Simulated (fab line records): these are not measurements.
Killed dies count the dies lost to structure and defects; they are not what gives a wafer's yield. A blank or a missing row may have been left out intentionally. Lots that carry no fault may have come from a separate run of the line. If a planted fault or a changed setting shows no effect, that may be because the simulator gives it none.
Which tool did it? -- flow nand_harc -- 24 lots, 72 wafers sampled, at 6 steps of a route of 1302

== WHAT EACH GAUGE READ, for each wafer ==
NHARC_A_M0_THK_MEAS_24: measures by xrf.
lot,measured,on,thk_nm (nm)
L074,day 22 14:24,film_metro-02,113.6 112.0 113.6
L076,day 22 22:44,film_metro-02,114.5 116.2 114.6
L075,day 23 11:13,film_metro-02,112.3 116.4 113.4
L077,day 23 21:49,film_metro-02,115.5 114.2 115.9
L078,day 24 04:20,film_metro-01,114.7 118.2 115.0
L079,day 24 09:18,film_metro-02,114.7 113.4 116.5
L081,day 25 18:32,film_metro-01,114.0 114.1 115.3
L080,day 26 03:02,film_metro-02,115.0 114.3 114.1
L082,day 26 11:14,film_metro-02,114.9 115.4 116.7
L083,day 26 15:49,film_metro-02,116.1 112.3 116.7
L085,day 27 02:32,film_metro-02,115.5 113.5 113.7
L084,day 27 10:04,film_metro-01,112.4 111.9 113.2
L086,day 27 12:19,film_metro-01,113.8 114.6 114.7
L090,day 28 20:35,film_metro-01,112.6 111.3 112.7
L088,day 28 21:51,film_metro-01,114.6 115.3 113.0
L087,day 29 03:22,film_metro-01,115.5 113.7 114.9
L089,day 29 15:34,film_metro-02,117.2 114.4 116.1
L092,day 29 21:12,film_metro-01,115.1 111.9 112.7
L091,day 29 22:49,film_metro-02,116.0 115.5 114.2
L093,day 30 11:55,film_metro-01,114.2 116.6 116.2
L095,day 31 03:15,film_metro-02,114.1 116.1 115.0
L094,day 31 04:46,film_metro-02,114.7 112.0 113.0
L096,day 31 19:46,film_metro-02,116.3 113.8 114.9
L097,day 31 20:31,film_metro-01,114.8 117.2 115.9

NHARC_A_M1_CD_MEAS_09 targets a cd of 120 nm.
lot,measured,on,cd_nm (nm)
L074,day 22 15:49,cd_sem-03,120.0 120.7 119.9
L076,day 23 00:13,cd_sem-01,119.9 119.6 119.8
L075,day 23 12:38,cd_sem-03,120.0 120.2 119.4
L077,day 23 23:20,cd_sem-01,119.5 119.8 120.0
L078,day 24 05:52,cd_sem-01,120.0 119.8 120.6
L079,day 24 10:56,cd_sem-03,120.6 120.6 119.9
L081,day 25 20:13,cd_sem-01,119.4 120.8 120.5
L080,day 26 04:52,cd_sem-03,121.2 119.7 119.4
L082,day 26 12:49,cd_sem-01,120.0 119.7 120.5
L083,day 26 17:15,cd_sem-02,120.1 120.1 120.6
L085,day 27 04:05,cd_sem-02,119.7 119.5 119.3
L084,day 27 11:38,cd_sem-03,120.3 118.9 120.2
L086,day 27 13:44,cd_sem-03,120.5 120.7 119.8
L090,day 28 22:08,cd_sem-01,120.8 120.8 120.4
L088,day 28 23:24,cd_sem-03,120.6 121.0 121.1
L087,day 29 04:55,cd_sem-02,119.7 119.3 119.8
L089,day 29 17:07,cd_sem-03,120.6 121.1 120.3
L092,day 29 22:53,cd_sem-02,120.5 119.4 120.4
L091,day 30 00:24,cd_sem-02,120.6 120.1 121.3
L093,day 30 13:28,cd_sem-02,120.4 119.8 120.0
L095,day 31 04:49,cd_sem-02,119.7 119.7 120.4
L094,day 31 06:19,cd_sem-02,119.1 120.8 120.1
L096,day 31 21:19,cd_sem-01,119.5 119.6 120.0
L097,day 31 22:04,cd_sem-01,119.5 119.9 120.1

NHARC_A_M1_OVL_MEAS_10: pitch 240 nm.
lot,measured,on,overlay_x_nm (nm),overlay_y_nm (nm)
L074,day 22 15:53,overlay-01,0.1 -0.6 -0.2,0.0 0.0 0.2
L076,day 23 00:19,overlay-02,-1.3 -1.4 -1.1,0.1 0.0 -0.2
L075,day 23 12:44,overlay-01,-0.3 0.1 -0.2,0.1 0.2 0.9
L077,day 23 23:25,overlay-01,-0.3 -0.5 -0.9,0.6 0.7 0.7
L078,day 24 05:58,overlay-02,0.4 0.5 0.5,0.7 1.1 0.8
L079,day 24 11:01,overlay-01,0.9 0.3 -0.1,1.0 1.2 1.1
L081,day 25 20:19,overlay-01,1.1 -0.3 0.4,-1.2 -1.5 -1.6
L080,day 26 04:57,overlay-02,-0.1 0.1 0.2,0.2 0.3 0.9
L082,day 26 12:53,overlay-02,-0.7 -0.9 -1.0,0.4 0.5 0.3
L083,day 26 17:20,overlay-02,-0.7 -0.2 -0.2,1.6 1.6 1.2
L085,day 27 04:11,overlay-01,-1.4 -1.0 -1.3,-0.3 -0.1 -0.4
L084,day 27 11:44,overlay-02,-0.5 -0.1 0.0,0.2 -0.3 0.2
L086,day 27 13:49,overlay-02,0.0 -0.2 -0.1,-0.6 -1.4 -1.1
L090,day 28 22:13,overlay-02,0.6 -0.3 0.8,0.0 -0.4 -0.3
L088,day 28 23:29,overlay-02,-0.6 -0.4 -0.5,-0.6 -0.2 -0.2
L087,day 29 05:00,overlay-01,-0.2 -0.7 -0.8,0.2 0.6 0.2
L089,day 29 17:12,overlay-01,0.1 -0.3 -0.6,-0.8 -0.5 -0.1
L092,day 29 22:58,overlay-02,-0.9 -0.8 -0.4,-0.3 -0.5 0.2
L091,day 30 00:29,overlay-01,-1.7 -1.3 -1.1,-0.4 -0.9 -0.2
L093,day 30 13:32,overlay-01,0.0 0.3 0.5,-0.2 -0.8 -0.9
L095,day 31 04:55,overlay-02,0.7 0.6 0.9,-0.6 -0.5 -0.5
L094,day 31 06:24,overlay-01,-0.3 -0.7 -0.3,0.4 0.7 0.9
L096,day 31 21:24,overlay-02,1.7 1.5 2.2,0.1 0.1 0.5
L097,day 31 22:09,overlay-02,-1.0 -0.8 -0.3,0.3 0.1 0.0

NHARC_A_M1_CD_MEAS_16.
lot,measured,on,cd_nm (nm)
L074,day 22 16:18,cd_sem-02,120.6 120.8 121.0
L076,day 23 00:46,cd_sem-03,120.3 120.3 120.4
L075,day 23 13:08,cd_sem-03,119.7 119.6 119.3
L077,day 23 23:49,cd_sem-01,119.8 121.6 119.7
L078,day 24 06:22,cd_sem-03,120.3 120.4 121.3
L079,day 24 11:25,cd_sem-03,119.5 119.8 119.6
L081,day 25 20:43,cd_sem-03,119.2 121.4 121.0
L080,day 26 05:22,cd_sem-01,120.7 120.4 119.2
L082,day 26 13:17,cd_sem-03,119.5 119.2 121.0
L083,day 26 17:44,cd_sem-02,119.8 119.9 120.1
L085,day 27 04:35,cd_sem-03,119.5 119.8 119.8
L084,day 27 12:08,cd_sem-02,121.0 119.0 120.4
L086,day 27 14:16,cd_sem-03,120.4 119.8 119.1
L090,day 28 22:37,cd_sem-01,119.6 119.9 120.1
L088,day 28 23:56,cd_sem-03,120.5 120.9 121.4
L087,day 29 05:25,cd_sem-03,120.2 118.8 118.8
L089,day 29 17:36,cd_sem-02,120.2 121.6 119.5
L092,day 29 23:22,cd_sem-01,119.8 120.4 119.8
L091,day 30 00:53,cd_sem-01,120.6 120.8 120.6
L093,day 30 13:57,cd_sem-01,120.8 120.3 119.4
L095,day 31 05:18,cd_sem-02,119.7 120.1 121.4
L094,day 31 06:49,cd_sem-02,118.8 121.1 120.3
L096,day 31 21:51,cd_sem-02,119.6 118.0 120.0
L097,day 31 22:36,cd_sem-03,119.3 119.4 117.8

NHARC_A_M1_THK_MEAS_24: measures by xrf.
lot,measured,on,thk_nm (nm)
L074,day 22 18:25,film_metro-02,154.9 153.4 155.8
L076,day 23 02:52,film_metro-02,152.4 155.5 156.4
L075,day 23 15:14,film_metro-02,152.9 156.8 155.3
L077,day 24 02:02,film_metro-01,152.7 151.7 155.6
L078,day 24 08:29,film_metro-02,153.7 157.1 154.7
L079,day 24 13:32,film_metro-02,150.6 154.3 152.9
L081,day 25 22:49,film_metro-01,153.7 154.3 155.9
L080,day 26 07:28,film_metro-02,153.9 155.3 155.2
L082,day 26 15:31,film_metro-02,153.4 154.1 152.9
L083,day 26 19:50,film_metro-01,156.7 154.3 154.6
L085,day 27 06:42,film_metro-02,155.2 152.5 153.1
L084,day 27 14:19,film_metro-02,153.2 153.2 154.9
L086,day 27 16:24,film_metro-02,153.6 155.0 151.9
L090,day 29 00:44,film_metro-01,152.1 155.7 155.8
L088,day 29 02:02,film_metro-01,156.2 156.4 154.3
L087,day 29 07:31,film_metro-01,156.4 151.6 155.3
L089,day 29 19:43,film_metro-02,155.2 153.6 154.1
L092,day 30 01:31,film_metro-01,157.6 152.1 153.3
L091,day 30 03:00,film_metro-02,152.8 153.0 154.6
L093,day 30 16:04,film_metro-01,153.3 154.5 153.3
L095,day 31 07:25,film_metro-01,152.5 153.4 155.4
L094,day 31 08:55,film_metro-02,155.5 152.1 155.9
L096,day 31 23:57,film_metro-02,155.8 155.3 153.2
L097,day 32 00:43,film_metro-02,153.2 150.8 154.3

== TOOL THAT RAN EACH LOT (tool first, then ch and the chambers of the sampled wafers, then the start) ==
lot,NHARC_A_M1_PVD_20
L074,"pvd_sputter-02, day 22 18:25 or earlier"
L076,"pvd_sputter-01, day 23 02:52 or earlier"
L075,"pvd_sputter-01, day 23 15:14 or earlier"
L077,"pvd_sputter-02, day 24 02:02 or earlier"
L078,"pvd_sputter-01, day 24 08:29 or earlier"
L079,"pvd_sputter-02, day 24 13:32 or earlier"
L081,"pvd_sputter-01, day 25 22:49 or earlier"
L080,"pvd_sputter-03, day 26 07:28 or earlier"
L082,"pvd_sputter-03, day 26 15:31 or earlier"
L083,"pvd_sputter-02, day 26 19:50 or earlier"
L085,"pvd_sputter-03, day 27 06:42 or earlier"
L084,"pvd_sputter-02, day 27 14:19 or earlier"
L086,"pvd_sputter-02, day 27 16:24 or earlier"
L090,"pvd_sputter-03, day 29 00:44 or earlier"
L088,"pvd_sputter-01, day 29 02:02 or earlier"
L087,"pvd_sputter-03, day 29 07:31 or earlier"
L089,"pvd_sputter-03, day 29 19:43 or earlier"
L092,"pvd_sputter-03, day 30 01:31 or earlier"
L091,"pvd_sputter-02, day 30 03:00 or earlier"
L093,"pvd_sputter-01, day 30 16:04 or earlier"
L095,"pvd_sputter-02, day 31 07:25 or earlier"
L094,"pvd_sputter-03, day 31 08:55 or earlier"
L096,"pvd_sputter-01, day 31 23:57 or earlier"
L097,"pvd_sputter-03, day 32 00:43 or earlier"
- NHARC_A_M1_PVD_20: deposits TaN, target thk 5 nm, time 8.06 s.

== WHAT THE TOOLS THEMSELVES READ (means of the sampled wafers that have a number; where no wafer has one, the mark that the record gives instead) ==
NHARC_A_M1_PVD_20.
lot,tool,throttle_valve_pct (%)
L074,pvd_sputter-02,29.8
L076,pvd_sputter-01,28.4
L075,pvd_sputter-01,27.5
L077,pvd_sputter-02,30.3
L078,pvd_sputter-01,29.4
L079,pvd_sputter-02,30.2
L081,pvd_sputter-01,28.9
L080,pvd_sputter-03,30.1
L082,pvd_sputter-03,29.8
L083,pvd_sputter-02,29.8
L085,pvd_sputter-03,31.0
L084,pvd_sputter-02,29.7
L086,pvd_sputter-02,30.7
L090,pvd_sputter-03,28.4
L088,pvd_sputter-01,29.7
L087,pvd_sputter-03,30.8
L089,pvd_sputter-03,30.1
L092,pvd_sputter-03,29.7
L091,pvd_sputter-02,29.8
L093,pvd_sputter-01,27.4
L095,pvd_sputter-02,28.8
L094,pvd_sputter-03,29.8
L096,pvd_sputter-01,29.2
L097,pvd_sputter-03,30.5

== THE ANSWER, worked out from the rows above alone ==
Rule: the usual values come from the lots themselves. Put in order of their means at a reading, lots are off if they are a third of the lots or fewer, leave a main group of 4 or more, and stand apart from it by a gap of 3 or more times the standard deviation of the main group's means; of several such gaps the widest counts. The tables above print the reading to a certain number of digits; a main group whose means all agree to those digits is not used. Also off: a lot with no number at a reading for which 4 or more lots have one. Where the step has rows for the other lots, those lots are counted as sound. After the gauges, taken in route order, come the tools' own readings; for these a lot's mean is taken, as printed above. The first step at which some lot is off is used, and at that step the reading that is off furthest; a lot without a number counts as furthest.
No lot is off at any reading shown: from this, nothing can be told.

== WHAT THE SIMULATOR HAD INSERTED ==
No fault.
